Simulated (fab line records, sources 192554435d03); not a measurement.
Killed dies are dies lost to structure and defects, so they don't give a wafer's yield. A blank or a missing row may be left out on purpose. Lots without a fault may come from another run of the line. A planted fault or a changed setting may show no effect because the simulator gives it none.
Chamber matching | flow n5_finfet | N5_BEOL_M0_SAQP_PECVD_00 on pecvd-03: 3 sister chambers
The step deposits SiCN from 3MS/NH3, target thk 8 nm, time 14 s. 3 wafers are shown with their chamber, then 7 later ones without.

WAFERS WITH THEIR CHAMBER
wafer  | chamber | throttle_valve_pct (%)
L081.6 | 0       | 10.4
L085.2 | 1       | 9.8
L085.4 | 2       | 8.6

WAFERS WITHOUT THEIR CHAMBER
wafer  | throttle_valve_pct (%)
L085.6 | 10.2
L094.3 | 8.5
L094.4 | 10.1
L094.5 | 8.4
L095.1 | 9.9
L095.3 | 8.6
L095.4 | 8.5

WHICH CHAMBER EACH WENT THROUGH
wafer  | from the rows above     | in truth
L085.6 | can't be placed: 0 or 1 | 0
L094.3 | 2                       | 2
L094.4 | can't be placed: 1 or 0 | 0
L094.5 | 2                       | 2
L095.1 | 1                       | 1
L095.3 | 2                       | 2
L095.4 | 2                       | 2
Placed correctly: 5 of 7. Can't be placed from these rows: 2 (the true chamber is among the candidates in 2). Placed wrongly: 0.
How it was worked out, from the rows above alone: a wafer's distance from a chamber is the root of the sum, over the readings, of the square of ((its reading less the chamber's mean) divided by the reading's scatter). The wafer belongs to the nearest chamber; if the next one is less than 2 further off, it can't be placed. A chamber's mean is the mean of its shown wafers. The scatter: with one shown wafer a chamber, the root of the mean of the squares of how far each hidden wafer lies from its nearest shown one.
